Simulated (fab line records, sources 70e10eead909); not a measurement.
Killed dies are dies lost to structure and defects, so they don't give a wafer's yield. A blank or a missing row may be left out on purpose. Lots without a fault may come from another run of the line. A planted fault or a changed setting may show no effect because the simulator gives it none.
A struck lot beside a sound one | flow nand_harc | 36 steps out of a route of 1302
Sound: wafers L617.2, L617.4, L617.5. Struck: wafers L630.2, L630.3. (L630.4 of the same lot was not struck and is left out.) The cause comes at the end.
At each step with rows: each side's tool, then ch and its chambers, then its first start. Under that, the readings that differ: sound wafers | struck wafers | difference of the means | sigmas: that difference in standard deviations of wafers without a fault.
alike: readings whose means differ by less than 2 such deviations, and words and numbers that are the same on both sides. not compared: withheld readings, readings that some wafer has no value for, bounds like >300 that may hide the same value, and numbers for which the record gives no deviation and whose values overlap.
The two part at a step that has a row with sigmas, a row that says differs or no value, or rows on one side only. Numbers that don't overlap but have no deviation are shown without sigmas and don't part them. A reading that every wafer of one side lacks parts them only if that side has two wafers or more.

first, 2 steps without rows for these wafers: NHARC_A_SLIT_PRECLEAN_19 (cleans in SC1); NHARC_A_SLIT_SRD_20.
NHARC_A_SLIT_CD_MEAS_21:
  sound on cd_sem-02, day 20 14:58; struck on cd_sem-02, day 25 07:25
  alike: cd_nm
then, 3 steps without rows for these wafers: NHARC_A_SIN_REMOVE_WET_00 (chemistry H3PO4, time 15300 s); NHARC_A_SIN_REMOVE_PRECLEAN_01 (cleans in SC1); NHARC_A_SIN_REMOVE_SRD_02.
NHARC_A_SIN_REMOVE_INSPECT_04:
  sound on defect_inspect-02, day 20 20:06; struck on defect_inspect-02, day 25 14:01
  reading          | sound       | struck  | difference | sigmas
  raw_defect_count | 473 562 572 | 251 265 | -278       | -3
then, 1 step without rows for these wafers: NHARC_A_WL_FILL_ALD_00 (deposits Al2O3, target thk 3 nm, pulse time 3 s, ald cycles 30).
NHARC_A_WL_FILL_RTA_01: time 5 s.
  sound on rtp_anneal-01 ch 0, day 20 20:39; struck on rtp_anneal-01 ch 0, day 25 14:32
  alike: lamp_power_pct, lamp_zone_3_pct, lamp_zone_7_pct, wafer_temp_C_max
then, 1 step without rows for these wafers: NHARC_A_WL_FILL_ALD_02 (deposits TiN, target thk 2 nm, pulse time 3 s, ald cycles 100).
NHARC_A_WL_FILL_CVD_03: deposits W, target thk 40 nm, time 279 s.
  sound on cvd_w-01 ch 0,1, day 20 21:19; struck on cvd_w-02 ch 0,1, day 25 15:10
  alike: heater_power_w, mfc_wf6_sccm, throttle_valve_pct
then, 2 steps without rows for these wafers: NHARC_A_WL_FILL_ETCHBACK_04 (etches the open film in NF3, target depth 60 nm, time 120 s); NHARC_A_WL_FILL_ETCHBACK_05 (etches the open film in Cl2/BCl3, target depth 22 nm, time 60 s).
NHARC_A_WL_FILL_STRIP_27: strips in N2/H2, time 20 s.
  sound on plasma_asher-02 ch 0,1, day 20 22:01; struck on plasma_asher-01 ch 0,1, day 25 15:56
  alike: drypump_motor_current_A, heater_power_w
  not compared: rf_hours_counter_h
then, 5 steps without rows for these wafers: NHARC_A_WL_FILL_STRIP_28 (strips in post etch residue remover, time 1200 s); NHARC_A_WL_FILL_PRECLEAN_06 (cleans in DIW, time 300 s); NHARC_A_WL_FILL_SRD_07; NHARC_A_WL_FILL_ANNEAL_08 (time 1800 s); NHARC_A_WL_FILL_ALD_10 (deposits SiO2, target thk 50 nm, pulse time 10 s, ald cycles 500).
NHARC_A_WL_FILL_ETCHBACK_16: etches the open film in C4F8/O2/Ar, target depth 120 nm, time 24 s.
  sound on rie_diel-12 ch 1,3; struck on rie_diel-05 ch 2,3
  alike: oes_product_au, rf_vpp_V
  not compared: rf_hours_counter_h
NHARC_A_WL_FILL_STRIP_29: strips in O2, time 20 s.
  sound on rie_diel-12 ch 1,3, day 21 11:31; struck on rie_diel-05 ch 0,2, day 26 04:03
  alike: drypump_motor_current_A, oes_product_au, rf_vpp_V, showerhead_plenum_p_Torr, throttle_valve_pct
  not compared: rf_hours_counter_h
then, 11 steps without rows for these wafers: NHARC_A_WL_FILL_ETCHBACK_17 (etches the open film in Cl2/BCl3, target depth 4 nm, time 26.7 s); NHARC_A_WL_FILL_PRECLEAN_18 (cleans in dHF, time 30 s); NHARC_A_WL_FILL_SRD_21; NHARC_A_WL_FILL_CVD_23 (deposits poly-Si, target thk 40 nm, time 800 s); NHARC_A_WL_FILL_ETCHBACK_26 (etches the open film in HBr, target depth 52 nm, time 13.3 s); NHARC_A_WL_FILL_PRECLEAN_30 (cleans in dHF, time 10 s); NHARC_A_WL_FILL_SRD_14; NHARC_A_WL_FILL_ALD_19 (deposits TiN, target thk 2 nm, pulse time 3 s, ald cycles 100); NHARC_A_WL_FILL_CVD_20 (deposits W, target thk 100 nm, time 74 s); NHARC_A_WL_FILL_CMP_12 (polishes, t overpolish 30 s, target thk 100 nm); NHARC_A_WL_FILL_SRD_31.
NHARC_A_WL_FILL_INSPECT_15:
  sound on defect_inspect-02, day 21 17:52; struck on defect_inspect-01, day 26 10:30
  alike: raw_defect_count
NHARC_A_CONTACT_DEP_24: deposits SiO2, target thk 500 nm.
  the record has rows for the sound wafers here (pecvd-02 ch 0,1, day 21 17:59) and none for the struck ones
then, 1 step without rows for these wafers: NHARC_A_CONTACT_DEP_28 (deposits aC, target thk 7000 nm).
-- the record jumps here: 3 days lie between the struck wafers' starts before and after (it left off in module A_CONTACT and takes up again in module END, whose first step shown is number 1302 of the route) --
NHARC_END_SORT_01:
  the record has rows for the struck wafers here (prober-01 ch 0, day 29 18:20) and none for the sound ones

WHERE THEY PART
First at NHARC_A_SIN_REMOVE_INSPECT_04; last, within this record, at NHARC_END_SORT_01.

WHY: what the simulator had put in
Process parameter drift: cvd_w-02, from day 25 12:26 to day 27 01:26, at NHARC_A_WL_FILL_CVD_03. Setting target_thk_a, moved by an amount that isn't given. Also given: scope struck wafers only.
